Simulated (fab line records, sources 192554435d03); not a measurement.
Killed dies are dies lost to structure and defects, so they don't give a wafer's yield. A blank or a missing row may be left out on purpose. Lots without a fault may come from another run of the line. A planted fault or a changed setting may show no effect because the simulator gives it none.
Which tool did it? | flow n5_finfet | 22 lots, 66 wafers sampled, at 6 steps of a route of 1938

WHAT THE GAUGES READ, wafer by wafer
N5_BEOL_M10_CD_MEAS_35: target cd 70 nm.
lot  | measured     | on        | cd_nm (nm)
L075 | day 9 17:43  | cd_sem-01 | 70.8 71.1 71.5
L074 | day 10 01:46 | cd_sem-02 | 69.0 70.1 70.4
L077 | day 10 14:09 | cd_sem-02 | 69.3 69.4 69.9
L076 | day 10 14:26 | cd_sem-02 | 69.3 69.7 69.9
L079 | day 10 19:54 | cd_sem-03 | 69.8 68.2 68.2
L078 | day 11 02:10 | cd_sem-03 | 69.6 69.5 69.6
L080 | day 11 05:55 | cd_sem-02 | 71.4 70.7 71.5
L081 | day 11 06:30 | cd_sem-03 | 70.5 70.4 70.7
L082 | day 11 21:19 | cd_sem-01 | 69.6 68.0 69.4
L083 | day 11 23:53 | cd_sem-02 | 69.0 69.2 68.5
L086 | day 13 09:33 | cd_sem-03 | 68.4 69.2 69.7
L087 | day 13 10:59 | cd_sem-02 | 70.5 69.6 68.3
L085 | day 13 11:15 | cd_sem-03 | 69.5 69.7 70.5
L088 | day 14 03:16 | cd_sem-01 | 70.5 69.8 69.8
L089 | day 14 03:26 | cd_sem-03 | 70.4 69.6 70.3
L091 | day 14 03:37 | cd_sem-01 | 70.5 69.9 70.2
L090 | day 14 05:42 | cd_sem-03 | 70.6 71.4 70.2
L093 | day 14 10:34 | cd_sem-03 | 69.8 70.0 70.1
L092 | day 14 10:44 | cd_sem-03 | 70.7 70.8 70.3
L094 | day 14 11:08 | cd_sem-03 | 70.3 67.9 70.1
L096 | day 15 18:16 | cd_sem-01 | 71.3 69.4 69.3
L097 | day 16 07:17 | cd_sem-02 | 69.8 71.7 69.8

N5_BEOL_M10_INSPECT_58: inspects for defects (darkfield).
lot  | measured     | on                | raw_defect_count
L075 | day 9 20:00  | defect_inspect-02 | 84 81 73
L074 | day 10 03:39 | defect_inspect-02 | 91 120 105
L077 | day 10 16:07 | defect_inspect-02 | 63 55 64
L076 | day 10 16:25 | defect_inspect-02 | 55 96 111
L079 | day 10 23:55 | defect_inspect-02 | 63 110 57
L078 | day 11 04:38 | defect_inspect-02 | 78 102 96
L080 | day 11 08:10 | defect_inspect-01 | 39 50 72
L081 | day 11 10:07 | defect_inspect-02 | 127 99 74
L082 | day 12 00:46 | defect_inspect-01 | 56 56 60
L083 | day 12 01:53 | defect_inspect-02 | 83 58 60
L086 | day 13 12:35 | defect_inspect-01 | 66 84 66
L087 | day 13 12:58 | defect_inspect-02 | 76 63 75
L085 | day 13 14:19 | defect_inspect-01 | 55 38 62
L088 | day 14 06:02 | defect_inspect-02 | 55 68 66
L089 | day 14 05:45 | defect_inspect-01 | 98 90 81
L091 | day 14 07:17 | defect_inspect-01 | 58 55 48
L090 | day 14 07:48 | defect_inspect-01 | 80 73 38
L093 | day 14 13:07 | defect_inspect-02 | 51 80 47
L092 | day 14 14:41 | defect_inspect-01 | 78 76 77
L094 | day 14 15:07 | defect_inspect-02 | 108 89 76
L096 | day 15 21:22 | defect_inspect-01 | 68 81 91
L097 | day 16 09:56 | defect_inspect-01 | 68 85 73

N5_BEOL_M11_THK_MEAS_01.
lot  | measured     | on            | M11_ILD_THK (nm)
L075 | day 9 20:43  | film_metro-01 | 269 264 276
L074 | day 10 04:17 | film_metro-01 | 270 265 275
L077 | day 10 16:44 | film_metro-01 | 270 275 273
L076 | day 10 17:02 | film_metro-02 | 268 266 272
L079 | day 11 00:34 | film_metro-01 | 269 267 274
L078 | day 11 05:16 | film_metro-02 | 267 262 268
L080 | day 11 08:48 | film_metro-01 | 267 273 271
L081 | day 11 10:47 | film_metro-01 | 258 267 273
L082 | day 12 01:25 | film_metro-01 | 269 266 272
L083 | day 12 02:31 | film_metro-01 | 265 265 270
L086 | day 13 13:42 | film_metro-02 | 266 268 274
L087 | day 13 14:07 | film_metro-02 | 269 269 274
L085 | day 13 14:58 | film_metro-01 | 263 271 267
L088 | day 14 06:40 | film_metro-01 | 270 272 275
L089 | day 14 06:29 | film_metro-02 | 268 273 269
L091 | day 14 07:55 | film_metro-02 | 260 267 267
L090 | day 14 08:26 | film_metro-01 | 265 272 274
L093 | day 14 13:44 | film_metro-02 | 261 271 265
L092 | day 14 15:19 | film_metro-01 | 271 274 268
L094 | day 14 15:44 | film_metro-01 | 270 269 272
L096 | day 15 22:02 | film_metro-02 | 272 278 275
L097 | day 16 10:34 | film_metro-01 | 272 271 275

WHICH TOOL RAN EACH LOT (tool, then ch and the chambers of the sampled wafers, then the start)
lot  | N5_BEOL_M10_ETCH_65                | N5_BEOL_M10_STRIP_36               | N5_BEOL_M10_ETCH_41
L075 | rie_diel-04 ch 0,1,3, day 9 17:06  | rie_diel-04 ch 0,1,3, day 9 17:20  | rie_diel-04 ch 0,1,3, day 9 17:43 or earlier
L074 | rie_diel-04 ch 0,2,3, day 10 01:03 | rie_diel-04 ch 0,2,3, day 10 01:17 | rie_diel-04 ch 0,2,3, day 10 01:46 or earlier
L077 | rie_diel-03 ch 0,1,3, day 10 13:34 | rie_diel-03 ch 0,1,3, day 10 13:47 | rie_diel-03 ch 0,1,3, day 10 14:09 or earlier
L076 | rie_diel-04 ch 0,1,2, day 10 13:50 | rie_diel-04 ch 0,1,2, day 10 14:04 | rie_diel-04 ch 0,1,2, day 10 14:26 or earlier
L079 | rie_diel-05 ch 0,2,3, day 10 19:11 | rie_diel-05 ch 0,2,3, day 10 19:26 | rie_diel-05 ch 0,2,3, day 10 19:54 or earlier
L078 | rie_diel-04 ch 0,1,2, day 11 01:28 | rie_diel-04 ch 0,1,2, day 11 01:42 | rie_diel-04 ch 0,1,2, day 11 02:10 or earlier
L080 | rie_diel-05 ch 1,2,3, day 11 05:17 | rie_diel-05 ch 1,2,3, day 11 05:32 | rie_diel-05 ch 1,2,3, day 11 05:55 or earlier
L081 | rie_diel-05 ch 0,1,3, day 11 05:52 | rie_diel-05 ch 0,1,3, day 11 06:05 | rie_diel-05 ch 0,1,3, day 11 06:30 or earlier
L082 | rie_diel-04 ch 0,1,2, day 11 20:43 | rie_diel-04 ch 0,1,2, day 11 20:56 | rie_diel-04 ch 0,1,2, day 11 21:19 or earlier
L083 | rie_diel-03 ch 1,2,3, day 11 23:16 | rie_diel-03 ch 1,2,3, day 11 23:31 | rie_diel-03 ch 1,2,3, day 11 23:53 or earlier
L086 | rie_diel-03 ch 0,1,3, day 13 08:56 | rie_diel-03 ch 0,1,3, day 13 09:11 | rie_diel-03 ch 0,1,3, day 13 09:33 or earlier
L087 | rie_diel-05 ch 0,1, day 13 10:22   | rie_diel-05 ch 0,1, day 13 10:36   | rie_diel-05 ch 0,1, day 13 10:59 or earlier
L085 | rie_diel-03 ch 0,2,3, day 13 10:38 | rie_diel-03 ch 0,2,3, day 13 10:52 | rie_diel-03 ch 0,2,3, day 13 11:15 or earlier
L088 | rie_diel-03 ch 0,1,3, day 14 02:40 | rie_diel-03 ch 0,1,3, day 14 02:53 | rie_diel-03 ch 0,1,3, day 14 03:16 or earlier
L089 | rie_diel-04 ch 0,1,3, day 14 02:49 | rie_diel-04 ch 0,1,3, day 14 03:04 | rie_diel-04 ch 0,1,3, day 14 03:26 or earlier
L091 | rie_diel-05 ch 0,3, day 14 03:01   | rie_diel-05 ch 0,3, day 14 03:15   | rie_diel-05 ch 0,3, day 14 03:37 or earlier
L090 | rie_diel-03 ch 0,3, day 14 05:05   | rie_diel-03 ch 0,3, day 14 05:19   | rie_diel-03 ch 0,3, day 14 05:42 or earlier
L093 | rie_diel-04 ch 0,2,3, day 14 09:57 | rie_diel-04 ch 0,2,3, day 14 10:11 | rie_diel-04 ch 0,2,3, day 14 10:34 or earlier
L092 | rie_diel-03 ch 0,2,3, day 14 10:07 | rie_diel-03 ch 0,2,3, day 14 10:21 | rie_diel-03 ch 0,2,3, day 14 10:44 or earlier
L094 | rie_diel-05 ch 0,3, day 14 10:31   | rie_diel-05 ch 0,3, day 14 10:46   | rie_diel-05 ch 0,3, day 14 11:08 or earlier
L096 | rie_diel-03 ch 0,1, day 15 17:38   | rie_diel-03 ch 0,1, day 15 17:53   | rie_diel-03 ch 0,1, day 15 18:16 or earlier
L097 | rie_diel-03 ch 0,2, day 16 06:40   | rie_diel-03 ch 0,2, day 16 06:54   | rie_diel-03 ch 0,2, day 16 07:17 or earlier
- N5_BEOL_M10_ETCH_65: etches SiARC in CF4, target depth 39 nm, time 65 s.
- N5_BEOL_M10_STRIP_36: strips in N2/H2.
- N5_BEOL_M10_ETCH_41: etches SiCN in CH3F/O2, target depth 42.6 nm, time 86 s.

WHAT THE TOOLS THEMSELVES READ (means of the sampled wafers that have a number; where no wafer has one, the mark that the record gives instead)
N5_BEOL_M10_ETCH_65.
lot  | tool        | cf4_flow_sccm (sccm) | chamber_pressure_mTorr (mTorr) | drypump_motor_current_A (A) | etch_rf_on_time_s (s) | oes_product_au (a.u.) | rf_vpp_V (V) | showerhead_plenum_p_Torr (Torr) | throttle_valve_pct (%)
L075 | rie_diel-04 | 100.22               | 40.03                          | 5.5                         | 64.4                  | 0.67                  | 184.1        | 2.14                            | 15.63
L074 | rie_diel-04 | 99.89                | 40.00                          | 5.5                         | 63.2                  | 0.70                  | 184.3        | 2.14                            | 15.57
L077 | rie_diel-03 | 99.64                | 39.98                          | 5.9                         | 65.3                  | 0.75                  | 184.3        | 2.15                            | 15.51
L076 | rie_diel-04 | 99.78                | 39.98                          | 5.2                         | 63.9                  | 0.72                  | 184.0        | 2.11                            | 15.60
L079 | rie_diel-05 | 100.08               | 39.99                          | 5.7                         | 67.7                  | 0.60                  | 183.1        | 2.10                            | 15.76
L078 | rie_diel-04 | 99.59                | 40.02                          | 5.2                         | 63.3                  | 0.72                  | 183.1        | 2.11                            | 15.60
L080 | rie_diel-05 | 99.92                | 39.98                          | 5.5                         | 65.7                  | 0.66                  | 184.4        | 2.15                            | 15.73
L081 | rie_diel-05 | 99.89                | 39.95                          | 5.7                         | 66.0                  | 0.65                  | 183.2        | 2.11                            | 15.81
L082 | rie_diel-04 | 100.10               | 40.00                          | 5.2                         | 63.2                  | 0.71                  | 184.6        | 2.10                            | 15.62
L083 | rie_diel-03 | 99.87                | 40.00                          | 5.7                         | 64.0                  | 0.75                  | 184.5        | 2.16                            | 15.55
L086 | rie_diel-03 | 100.18               | 40.01                          | 5.9                         | 64.5                  | 0.72                  | 183.7        | 2.14                            | 15.57
L087 | rie_diel-05 | 100.37               | 40.01                          | 5.5                         | 65.2                  | 0.68                  | 183.2        | 2.12                            | 15.71
L085 | rie_diel-03 | 99.94                | 39.99                          | 5.5                         | 64.2                  | 0.76                  | 184.2        | 2.16                            | 15.52
L088 | rie_diel-03 | 99.90                | 39.97                          | 5.9                         | 64.8                  | 0.70                  | 183.9        | 2.14                            | 15.58
L089 | rie_diel-04 | 99.86                | 39.99                          | 5.5                         | 63.8                  | 0.72                  | 184.1        | 2.13                            | 15.55
L091 | rie_diel-05 | 99.69                | 40.02                          | 5.9                         | 66.7                  | 0.58                  | 182.6        | 2.09                            | 15.99
L090 | rie_diel-03 | 100.04               | 40.02                          | 5.6                         | 63.6                  | 0.73                  | 184.2        | 2.15                            | 15.56
L093 | rie_diel-04 | 99.79                | 39.95                          | 5.5                         | 63.4                  | 0.72                  | 184.3        | 2.13                            | 15.47
L092 | rie_diel-03 | 100.16               | 40.01                          | 5.6                         | 62.7                  | 0.75                  | 184.7        | 2.15                            | 15.54
L094 | rie_diel-05 | 100.14               | 40.00                          | 6.0                         | 67.4                  | 0.57                  | 182.7        | 2.05                            | 15.90
L096 | rie_diel-03 | 99.80                | 39.97                          | 6.1                         | 66.7                  | 0.66                  | 184.0        | 2.12                            | 15.63
L097 | rie_diel-03 | 100.23               | 39.97                          | 5.7                         | 64.8                  | 0.73                  | 183.7        | 2.13                            | 15.54

N5_BEOL_M10_STRIP_36.
lot  | tool        | chamber_pressure_mTorr (mTorr) | drypump_motor_current_A (A) | h2_flow_sccm (sccm) | oes_product_au (a.u.) | rf_vpp_V (V) | showerhead_plenum_p_Torr (Torr) | temp_c (C) | throttle_valve_pct (%)
L075 | rie_diel-04 | 19.99                          | 5.5                         | 200.6               | 0.79                  | 59.1         | 2.55                            | 39.96      | 23.8
L074 | rie_diel-04 | 19.97                          | 5.5                         | 200.1               | 0.79                  | 58.5         | 2.54                            | 39.97      | 23.7
L077 | rie_diel-03 | 19.99                          | 5.9                         | 200.6               | 0.88                  | 57.8         | 2.55                            | 40.01      | 23.7
L076 | rie_diel-04 | 19.99                          | 5.2                         | 199.9               | 0.83                  | 59.7         | 2.51                            | 40.03      | 23.7
L079 | rie_diel-05 | 20.00                          | 5.7                         | 200.1               | 0.72                  | 58.6         | 2.49                            | 40.08      | 23.8
L078 | rie_diel-04 | 19.98                          | 5.2                         | 199.7               | 0.84                  | 58.3         | 2.51                            | 39.88      | 23.7
L080 | rie_diel-05 | 20.02                          | 5.5                         | 199.7               | 0.76                  | 59.2         | 2.56                            | 39.95      | 24.1
L081 | rie_diel-05 | 20.00                          | 5.7                         | 199.6               | 0.75                  | 58.1         | 2.51                            | 40.01      | 23.9
L082 | rie_diel-04 | 20.01                          | 5.2                         | 199.8               | 0.83                  | 58.0         | 2.50                            | 40.05      | 23.8
L083 | rie_diel-03 | 19.98                          | 5.7                         | 200.0               | 0.87                  | 57.4         | 2.58                            | 40.01      | 23.7
L086 | rie_diel-03 | 20.01                          | 5.8                         | 200.4               | 0.83                  | 58.3         | 2.54                            | 39.88      | 23.7
L087 | rie_diel-05 | 20.01                          | 5.5                         | 199.7               | 0.80                  | 59.7         | 2.53                            | 39.94      | 24.1
L085 | rie_diel-03 | 19.98                          | 5.5                         | 199.2               | 0.89                  | 58.0         | 2.55                            | 40.02      | 23.6
L088 | rie_diel-03 | 20.04                          | 5.9                         | 200.4               | 0.83                  | 60.2         | 2.54                            | 40.01      | 23.8
L089 | rie_diel-04 | 19.99                          | 5.4                         | 199.9               | 0.84                  | 57.8         | 2.53                            | 40.02      | 23.7
L091 | rie_diel-05 | 19.98                          | 5.9                         | 200.1               | 0.68                  | 57.6         | 2.47                            | 39.99      | 23.7
L090 | rie_diel-03 | 19.99                          | 5.6                         | 200.7               | 0.84                  | 60.4         | 2.55                            | 40.04      | 23.9
L093 | rie_diel-04 | 20.02                          | 5.5                         | 199.8               | 0.84                  | 58.5         | 2.53                            | 40.04      | 23.7
L092 | rie_diel-03 | 19.99                          | 5.5                         | 199.7               | 0.87                  | 59.5         | 2.55                            | 40.06      | 23.6
L094 | rie_diel-05 | 20.04                          | 6.0                         | 200.2               | 0.68                  | 58.2         | 2.43                            | 39.92      | 23.7
L096 | rie_diel-03 | 20.00                          | 6.2                         | 200.0               | 0.80                  | 61.0         | 2.52                            | 40.00      | 23.6
L097 | rie_diel-03 | 20.06                          | 5.7                         | 200.1               | 0.87                  | 60.4         | 2.50                            | 40.00      | 23.4

N5_BEOL_M10_ETCH_41.
lot  | tool        | CH3F_flow_sccm (sccm) | chamber_pressure_mTorr (mTorr) | drypump_motor_current_A (A) | oes_product_au (a.u.) | rf_vpp_V (V) | showerhead_plenum_p_Torr (Torr) | throttle_valve_pct (%)
L075 | rie_diel-04 | 30.03                 | 30.016                         | 5.5                         | 0.79                  | 297.3        | 2.01                            | 16.37
L074 | rie_diel-04 | 30.04                 | 30.009                         | 5.5                         | 0.81                  | 297.8        | 2.00                            | 16.32
L077 | rie_diel-03 | 30.02                 | 29.994                         | 5.8                         | 0.88                  | 297.4        | 2.01                            | 16.25
L076 | rie_diel-04 | 29.98                 | 29.983                         | 5.2                         | 0.85                  | 297.1        | 1.97                            | 16.36
L079 | rie_diel-05 | 29.97                 | 30.006                         | 5.7                         | 0.70                  | 295.5        | 1.96                            | 16.44
L078 | rie_diel-04 | 29.97                 | 29.989                         | 5.2                         | 0.83                  | 297.4        | 1.97                            | 16.37
L080 | rie_diel-05 | 30.02                 | 30.010                         | 5.5                         | 0.76                  | 297.5        | 2.01                            | 16.48
L081 | rie_diel-05 | 30.01                 | 30.009                         | 5.7                         | 0.75                  | 296.9        | 1.97                            | 16.52
L082 | rie_diel-04 | 29.95                 | 29.984                         | 5.2                         | 0.82                  | 297.0        | 1.97                            | 16.38
L083 | rie_diel-03 | 29.99                 | 30.000                         | 5.7                         | 0.88                  | 298.1        | 2.02                            | 16.24
L086 | rie_diel-03 | 29.94                 | 29.981                         | 5.8                         | 0.83                  | 296.7        | 2.00                            | 16.28
L087 | rie_diel-05 | 29.99                 | 30.016                         | 5.5                         | 0.80                  | 297.0        | 1.99                            | 16.48
L085 | rie_diel-03 | 30.05                 | 30.002                         | 5.6                         | 0.89                  | 296.4        | 2.00                            | 16.19
L088 | rie_diel-03 | 30.02                 | 29.994                         | 5.9                         | 0.84                  | 297.0        | 2.00                            | 16.29
L089 | rie_diel-04 | 30.07                 | 30.011                         | 5.4                         | 0.84                  | 297.6        | 2.00                            | 16.28
L091 | rie_diel-05 | 29.93                 | 30.026                         | 5.9                         | 0.67                  | 295.7        | 1.94                            | 16.64
L090 | rie_diel-03 | 29.96                 | 30.021                         | 5.6                         | 0.84                  | 298.3        | 2.01                            | 16.28
L093 | rie_diel-04 | 29.99                 | 30.024                         | 5.5                         | 0.84                  | 297.6        | 1.99                            | 16.24
L092 | rie_diel-03 | 29.92                 | 30.012                         | 5.5                         | 0.87                  | 297.2        | 2.00                            | 16.22
L094 | rie_diel-05 | 30.01                 | 29.964                         | 5.9                         | 0.67                  | 296.1        | 1.91                            | 16.55
L096 | rie_diel-03 | 29.97                 | 30.022                         | 6.2                         | 0.79                  | 297.7        | 1.99                            | 16.34
L097 | rie_diel-03 | 30.04                 | 30.013                         | 5.7                         | 0.85                  | 296.0        | 1.97                            | 16.19

THE ANSWER, worked out from the rows above alone
Rule: what is usual is taken from the lots themselves. Put in order of their means at a reading, lots are off if they are a third of the lots or fewer, leave a main group of 4 or more, and stand apart from it by a gap of 3 or more times the standard deviation of the main group's means; of several such gaps the widest counts. A main group whose means are all the same, to the digits that the tables above print for the reading, isn't used. A lot without any number at a reading at which 4 lots or more have one is off too. The other lots that the step has rows for count as sound. The gauges are gone through in route order, then the tools' own readings, and for those a lot's mean is taken as printed above. The first step at which some lot is off is used, and at that step the reading that is off furthest; a lot without a number counts as furthest.
No lot is off at any reading shown: from this, nothing can be told.

WHAT THE SIMULATOR HAD PUT IN
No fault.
